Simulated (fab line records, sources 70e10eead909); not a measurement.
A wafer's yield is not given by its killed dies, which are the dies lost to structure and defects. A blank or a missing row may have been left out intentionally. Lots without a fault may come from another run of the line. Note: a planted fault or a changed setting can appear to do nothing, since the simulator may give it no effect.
Code-filled problem report in 8D (eight disciplines) form + flow nand_harc + the parts of the form that need people (team, actions taken, sign-off) are left out

1. THE ISSUE
A mean of 72.1 s is read at NHARC_A_BONDPAD_ETCH_34 for run_length_s, taken on 1 wafer of 1 lot, against 87.4 s (standard deviation 0.33) on wafers free of any fault. Measured from the usual mean, that is -46 standard deviations.
The step: etches the open film in N2/H2, target depth 60 nm, overetch 18 nm, time 65.91 s.
Earliest sighting: wafer L960.1 on rie_diel-06 at day 27 23:29. The record has a number at this step for 36 wafers belonging to 12 lots. By rule, "out" or "out of limits" means more than 4 standard deviations away from the usual mean. Any other wafer with a number is counted as sound.

2. WHAT THIS IS AND IS NOT
| question                    | is                | is not                                                                                                        |
|-----------------------------|-------------------|---------------------------------------------------------------------------------------------------------------|
| which readings at this step | run_length_s      | drypump_motor_current_A, n2_flow_sccm, oes_product_au, rf_vpp_V, showerhead_plenum_p_Torr, throttle_valve_pct |
| which lots                  | L960              | L948, L950, L951, L952, L956, L958, L959, L968, L969, L970, L971                                              |
| which wafers of those lots  | L960.1            | L960.4, L960.5                                                                                                |
| read on which tools         | rie_diel-06       | rie_diel-07                                                                                                   |
| when                        | from day 27 23:29 | up to then (23 sound wafers); but 12 sound wafers of L968, L969, L970, L971 came after                        |

3. THE SUSPECTS, EACH WITH WHAT RULES IT OUT
Counting: a tool at a process step up to the reading stays a suspect if it ran every lot that is out. Sound lots after the first of them don't rule it out here, since some wafers of a struck lot are sound.
- cmp-01 at NHARC_A_BONDPAD_CMP_29 (polishes SiCN, target thk 200 nm): kept. It ran the lot that is out, L960 (day 27 22:32); its last sound lot up to then is L952 (day 24 09:09).
- rie_diel-06 at NHARC_A_BONDPAD_ETCH_34 (etches the open film in N2/H2, target depth 60 nm, overetch 18 nm, time 65.91 s): kept. It ran the lot that is out, L960 (day 27 23:29); its last sound lot up to then is L956 (day 27 15:07). Its own readings are out on those wafers: run_length_s.
- cmp-01, NHARC_A_BONDPAD_CMP_29: wafers that are out in chamber 0, sound lot-mates in chambers 2, 3.
- rie_diel-06, NHARC_A_BONDPAD_ETCH_34: wafers that are out in chamber 0, sound lot-mates in chambers 1, 2.
What counting leaves: cmp-01 at NHARC_A_BONDPAD_CMP_29 and rie_diel-06 at NHARC_A_BONDPAD_ETCH_34.

4. THE CAUSE (what the simulator had put in)
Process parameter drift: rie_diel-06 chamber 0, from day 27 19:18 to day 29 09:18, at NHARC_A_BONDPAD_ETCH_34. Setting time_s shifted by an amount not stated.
Counting leaves 2 suspects; this tool is one of them.

5. THE EFFECT CHAIN, in route order
Each row: a reading whose mean over the struck wafers that have a number lies more than 3 standard deviations from the usual. Only readings whose record carries a usual standard deviation are examined. hours: median over the lots of the time between each lot's start at the first step of this table that gives one and its start at this step. sigmas: the change, counted in usual standard deviations.
| hours | step                    | reading      | usual  | on struck wafers | change | sigmas |
|-------|-------------------------|--------------|--------|------------------|--------|--------|
| 0     | NHARC_A_BONDPAD_ETCH_34 | run_length_s | 87.4 s | 72.1             | -15.3  | -46    |
The process steps in it:
- NHARC_A_BONDPAD_ETCH_34: etches the open film in N2/H2, target depth 60 nm, overetch 18 nm, time 65.91 s.
Later steps that measure or inspect, where all struck wafers having a row at the step show a number for every such reading and not one has moved that far: NHARC_END_SORT_01.

6. WHAT WOULD HAVE CAUGHT IT SOONER
In this record no reading fell out of limits until day 27 23:29, 4 hours after the fault had begun at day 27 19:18.
